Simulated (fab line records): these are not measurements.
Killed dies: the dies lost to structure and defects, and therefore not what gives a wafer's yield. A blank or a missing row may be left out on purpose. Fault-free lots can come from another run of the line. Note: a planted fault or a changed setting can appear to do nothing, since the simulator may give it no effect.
Chamber matching | flow nand harc | cmp-02 running NHARC_THIN_TSV_CMP_01: 4 sister chambers
The step polishes. 8 wafers are shown with their chamber, then 12 later ones without.

EACH WAFER AND ITS CHAMBER
wafer  | chamber | motor current A (A)
L091.5 | 0       | 14.1
L091.6 | 1       | 10.7
L091.1 | 3       | 10.9
L091.2 | 2       | 12.8
L091.3 | 1       | 10.4
L095.2 | 2       | 12.5
L095.4 | 0       | 13.6
L095.5 | 3       | 11.1

WAFERS MISSING THEIR CHAMBER
wafer  | motor current A (A)
L090.1 | 10.5
L090.2 | 12.3
L090.6 | 14.0
L090.3 | 11.3
L090.4 | 13.5
L090.5 | 11.0
L097.1 | 11.3
L097.2 | 13.4
L097.6 | 12.7
L096.1 | 14.7
L096.4 | 13.4
L096.5 | 11.3

EACH ONE'S CHAMBER
wafer  | from the rows above     | in truth
L090.1 | can't be placed: 1 or 3 | 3
L090.2 | 2                       | 2
L090.6 | 0                       | 0
L090.3 | can't be placed: 3 or 1 | 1
L090.4 | 0                       | 0
L090.5 | can't be placed: 3 or 1 | 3
L097.1 | can't be placed: 3 or 1 | 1
L097.2 | can't be placed: 0 or 2 | 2
L097.6 | 2                       | 2
L096.1 | 0                       | 0
L096.4 | can't be placed: 0 or 2 | 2
L096.5 | can't be placed: 3 or 1 | 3
Correct placement for 5 of the 12. Cannot be placed on the basis of these rows: 7; the candidates contain the true chamber in 7. Placed wrongly: 0.
How it was worked out, from the rows above alone: a wafer's distance from a chamber is the root of the sum, over the readings, of the square of ((its reading less the chamber's mean) divided by the reading's scatter). The wafer belongs to the nearest chamber; if the next one is less than 2 further off, it can't be placed. For every chamber, the mean is computed from those of its wafers that are shown. The scatter is the square root of a quotient: the sum, over the shown wafers, of each reading's squared deviation from its chamber's mean, divided by wafers minus chambers.
